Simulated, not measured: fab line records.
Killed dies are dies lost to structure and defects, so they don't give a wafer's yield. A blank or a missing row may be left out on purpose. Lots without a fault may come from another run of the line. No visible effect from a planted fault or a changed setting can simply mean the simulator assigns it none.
Chamber matching || flow n5-finfet || 4 sister chambers for N5_BEOL_M11_DESCUM_16 on rie-diel-03
The step chemistry O2, time 7.9 s. 18 wafers are shown with their chamber, then 9 later ones without.

WAFERS WITH THEIR CHAMBER
{"wafer": "L077.4", "chamber": 3, "throttle-valve-pct (%)": 20.65, "showerhead-plenum-p-Torr (Torr)": 2.08, "drypump-motor-current-A (A)": 5.5}
{"wafer": "L077.5", "chamber": 1, "throttle-valve-pct (%)": 20.26, "showerhead-plenum-p-Torr (Torr)": 2.11, "drypump-motor-current-A (A)": 5.1}
{"wafer": "L077.6", "chamber": 0, "throttle-valve-pct (%)": 20.18, "showerhead-plenum-p-Torr (Torr)": 2.05, "drypump-motor-current-A (A)": 6.3}
{"wafer": "L078.1", "chamber": 1, "throttle-valve-pct (%)": 20.25, "showerhead-plenum-p-Torr (Torr)": 2.11, "drypump-motor-current-A (A)": 5.1}
{"wafer": "L078.3", "chamber": 3, "throttle-valve-pct (%)": 20.64, "showerhead-plenum-p-Torr (Torr)": 2.07, "drypump-motor-current-A (A)": 5.5}
{"wafer": "L078.4", "chamber": 0, "throttle-valve-pct (%)": 20.17, "showerhead-plenum-p-Torr (Torr)": 2.05, "drypump-motor-current-A (A)": 6.2}
{"wafer": "L079.2", "chamber": 0, "throttle-valve-pct (%)": 20.18, "showerhead-plenum-p-Torr (Torr)": 2.05, "drypump-motor-current-A (A)": 6.2}
{"wafer": "L079.5", "chamber": 3, "throttle-valve-pct (%)": 20.65, "showerhead-plenum-p-Torr (Torr)": 2.07, "drypump-motor-current-A (A)": 5.5}
{"wafer": "L079.6", "chamber": 2, "throttle-valve-pct (%)": 20.18, "showerhead-plenum-p-Torr (Torr)": 2.15, "drypump-motor-current-A (A)": 5.8}
{"wafer": "L084.2", "chamber": 2, "throttle-valve-pct (%)": 20.19, "showerhead-plenum-p-Torr (Torr)": 2.15, "drypump-motor-current-A (A)": 5.7}
{"wafer": "L084.3", "chamber": 3, "throttle-valve-pct (%)": 20.68, "showerhead-plenum-p-Torr (Torr)": 2.07, "drypump-motor-current-A (A)": 5.5}
{"wafer": "L084.4", "chamber": 0, "throttle-valve-pct (%)": 20.19, "showerhead-plenum-p-Torr (Torr)": 2.05, "drypump-motor-current-A (A)": 6.2}
{"wafer": "L085.1", "chamber": 1, "throttle-valve-pct (%)": 20.27, "showerhead-plenum-p-Torr (Torr)": 2.10, "drypump-motor-current-A (A)": 5.1}
{"wafer": "L085.2", "chamber": 0, "throttle-valve-pct (%)": 20.19, "showerhead-plenum-p-Torr (Torr)": 2.04, "drypump-motor-current-A (A)": 6.3}
{"wafer": "L085.3", "chamber": 3, "throttle-valve-pct (%)": 20.68, "showerhead-plenum-p-Torr (Torr)": 2.07, "drypump-motor-current-A (A)": 5.4}
{"wafer": "L086.4", "chamber": 1, "throttle-valve-pct (%)": 20.28, "showerhead-plenum-p-Torr (Torr)": 2.10, "drypump-motor-current-A (A)": 5.2}
{"wafer": "L086.5", "chamber": 0, "throttle-valve-pct (%)": 20.22, "showerhead-plenum-p-Torr (Torr)": 2.04, "drypump-motor-current-A (A)": 6.2}
{"wafer": "L086.6", "chamber": 1, "throttle-valve-pct (%)": 20.28, "showerhead-plenum-p-Torr (Torr)": 2.10, "drypump-motor-current-A (A)": 5.1}

SIGNATURES (means of the wafers above)
{"reading": "throttle-valve-pct", "chamber 0": 20.1883, "chamber 1": 20.2680, "chamber 2": 20.1850, "chamber 3": 20.6600, "scatter within a chamber": 0.0161}
{"reading": "showerhead-plenum-p-Torr", "chamber 0": 2.0467, "chamber 1": 2.1040, "chamber 2": 2.1500, "chamber 3": 2.0720, "scatter within a chamber": 0.00488}
{"reading": "drypump-motor-current-A", "chamber 0": 6.233, "chamber 1": 5.120, "chamber 2": 5.750, "chamber 3": 5.480, "scatter within a chamber": 0.0495}
Rule: for a wafer and a chamber, the distance is found by dividing, reading by reading, the gap between the wafer's reading and the chamber's mean by the reading's scatter, squaring, summing and taking the root. The wafer belongs to the nearest chamber; if the next one is less than 2 further off, it can't be placed. How the scatter is found: for the shown wafers, subtract from each reading the mean of its chamber, square and add these, divide the total by (wafers less chambers), then take the root.

WAFERS WITHOUT THEIR CHAMBER
{"wafer": "L089.3", "throttle-valve-pct (%)": 20.27, "showerhead-plenum-p-Torr (Torr)": 2.10, "drypump-motor-current-A (A)": 5.2}
{"wafer": "L089.4", "throttle-valve-pct (%)": 20.19, "showerhead-plenum-p-Torr (Torr)": 2.04, "drypump-motor-current-A (A)": 6.2}
{"wafer": "L089.5", "throttle-valve-pct (%)": 20.28, "showerhead-plenum-p-Torr (Torr)": 2.10, "drypump-motor-current-A (A)": 5.1}
{"wafer": "L097.1", "throttle-valve-pct (%)": 20.71, "showerhead-plenum-p-Torr (Torr)": 2.06, "drypump-motor-current-A (A)": 5.4}
{"wafer": "L097.3", "throttle-valve-pct (%)": 20.29, "showerhead-plenum-p-Torr (Torr)": 2.09, "drypump-motor-current-A (A)": 5.1}
{"wafer": "L097.6", "throttle-valve-pct (%)": 20.23, "showerhead-plenum-p-Torr (Torr)": 2.14, "drypump-motor-current-A (A)": 5.7}
{"wafer": "L096.4", "throttle-valve-pct (%)": 20.70, "showerhead-plenum-p-Torr (Torr)": 2.06, "drypump-motor-current-A (A)": 5.4}
{"wafer": "L096.5", "throttle-valve-pct (%)": 20.23, "showerhead-plenum-p-Torr (Torr)": 2.14, "drypump-motor-current-A (A)": 5.7}
{"wafer": "L096.6", "throttle-valve-pct (%)": 20.31, "showerhead-plenum-p-Torr (Torr)": 2.09, "drypump-motor-current-A (A)": 5.2}

CHAMBER TAKEN BY EACH
{"wafer": "L089.3", "from the rows above": 1, "in truth": 1}
{"wafer": "L089.4", "from the rows above": 0, "in truth": 0}
{"wafer": "L089.5", "from the rows above": 1, "in truth": 1}
{"wafer": "L097.1", "from the rows above": 3, "in truth": 3}
{"wafer": "L097.3", "from the rows above": 1, "in truth": 1}
{"wafer": "L097.6", "from the rows above": 2, "in truth": 2}
{"wafer": "L096.4", "from the rows above": 3, "in truth": 3}
{"wafer": "L096.5", "from the rows above": 2, "in truth": 2}
{"wafer": "L096.6", "from the rows above": 1, "in truth": 1}
Correct placement for 9 of the 9. Not placeable from these rows: 0. Number placed wrongly: 0.
